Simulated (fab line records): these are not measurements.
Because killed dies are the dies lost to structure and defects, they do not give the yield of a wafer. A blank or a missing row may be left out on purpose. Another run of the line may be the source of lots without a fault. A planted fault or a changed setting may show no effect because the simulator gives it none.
Problem report, 8D (eight disciplines) form, completed by code :: flow n5_finfet :: the parts of the form that need people (team, actions taken, sign-off) are left out

== 1. THE PROBLEM ==
raw_defect_count at N5_SD_EPI_P_INSPECT_26 reads a mean of 989 on 6 wafers of 2 lots; wafers without a fault read 178 with a standard deviation of 36. That puts it +23 standard deviations away from the usual mean.
The step: inspects for defects (darkfield).
Earliest sighting: wafer L431.4 on defect_inspect-02 at day 8 09:34. Wafers with a number at this step in the record: 30, from 10 lots. Rule for "out", or "out of limits": more than 4 standard deviations from the usual mean. The rest of the wafers with a number are treated as sound.

== 2. WHAT IT IS; WHAT IT IS NOT ==
question: which readings at this step
is: raw_defect_count
is not: -

question: which lots
is: L431, L432
is not: L411, L412, L415, L416, L418, L420, L421, L434

question: which wafers of those lots
is: all that have a number
is not: -

question: read on which gauges
is: defect_inspect-02
is not: defect_inspect-01

question: when
is: from day 8 09:34
is not: up to then (21 sound wafers); but 3 sound wafers of L434 came after

== 3. THE SUSPECTS, EACH WITH WHAT RULES IT OUT ==
Counting: a tool at a process step up to the reading stays a suspect if it ran every lot that is out and no sound lot after the first of them.
- the gauge at N5_SD_EPI_P_INSPECT_26: kept. All the wafers that are out were read on defect_inspect-02, and no step on other tools shows them out.
- rie_diel-03 at N5_SD_EPI_P_ETCH_36 (etches SiARC in CF4, target depth 45.5 nm, time 75.8 s): kept. All lots that are out passed through it, beginning with L431 at day 8 05:01, and no sound lot followed; its final sound lot before that point was L420 at day 5 09:45.
- rie_diel-03 at N5_SD_EPI_P_ETCH_37 (etches SOC in N2/H2, overetch 108 nm, time 486 s): kept. All lots that are out passed through it, beginning with L431 at day 8 05:05, and no sound lot followed; its final sound lot before that point was L420 at day 5 09:49.
rie_diel-03 at N5_SD_EPI_P_ETCH_36, rie_diel-03 at N5_SD_EPI_P_ETCH_37 and defect_inspect-02 at N5_SD_EPI_P_INSPECT_26 are what is left after counting.

== 4. THE CAUSE (what the simulator had put in) ==
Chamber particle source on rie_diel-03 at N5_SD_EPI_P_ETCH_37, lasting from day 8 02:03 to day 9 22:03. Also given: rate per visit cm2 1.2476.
This tool is one of the 3 suspects left after counting.

== 5. THE CHAIN OF EFFECTS, in route order ==
One row per reading whose mean, taken over the struck wafers that have a number, lies over 3 standard deviations from the usual. Readings are gone through only where the record gives a usual standard deviation; hours: the median, over the lots, of the time from a lot's start at the first step in this table giving one to that lot's start at this step; sigmas: the change measured in usual standard deviations.
hours: 0
step: N5_SD_EPI_P_INSPECT_26
reading: raw_defect_count
usual: 178
on struck wafers: 989
change: +811
sigmas: +23

hours: 1
step: N5_SD_ACTIVATION_INSPECT_02
reading: raw_defect_count
usual: 177
on struck wafers: 984
change: +807
sigmas: +22

hours: 231
step: N5_PASSIVATION_PROBE_49
reading: killed_at_front_end
usual: 40
on struck wafers: 122
change: +82
sigmas: +6.9

hours: 231
step: N5_PASSIVATION_PROBE_49
reading: killed_dies
usual: 99
on struck wafers: 183
change: +84
sigmas: +4.9

hours: 231
step: N5_PASSIVATION_PROBE_49
reading: killed_on_rim
usual: 13
on struck wafers: 26
change: +13
sigmas: +3.5
It contains these process steps:
- N5_PASSIVATION_PROBE_49

== 6. HOW IT WOULD HAVE BEEN CAUGHT EARLIER ==
Counted from the fault's start at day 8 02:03, it took 8 hours until the first out-of-limits reading at a measuring or inspecting step in this record, taken at day 8 09:34.
Of the tool readings at N5_SD_EPI_P_ETCH_37 for which the record gives a usual standard deviation, none was out on any struck wafer, so an alarm limit of 4 standard deviations on them would not have fired.
Lots out: 2; of these, L432 started N5_SD_EPI_P_ETCH_37 on rie_diel-03 after day 8 09:34. A hold on the tool at that time would have spared it.
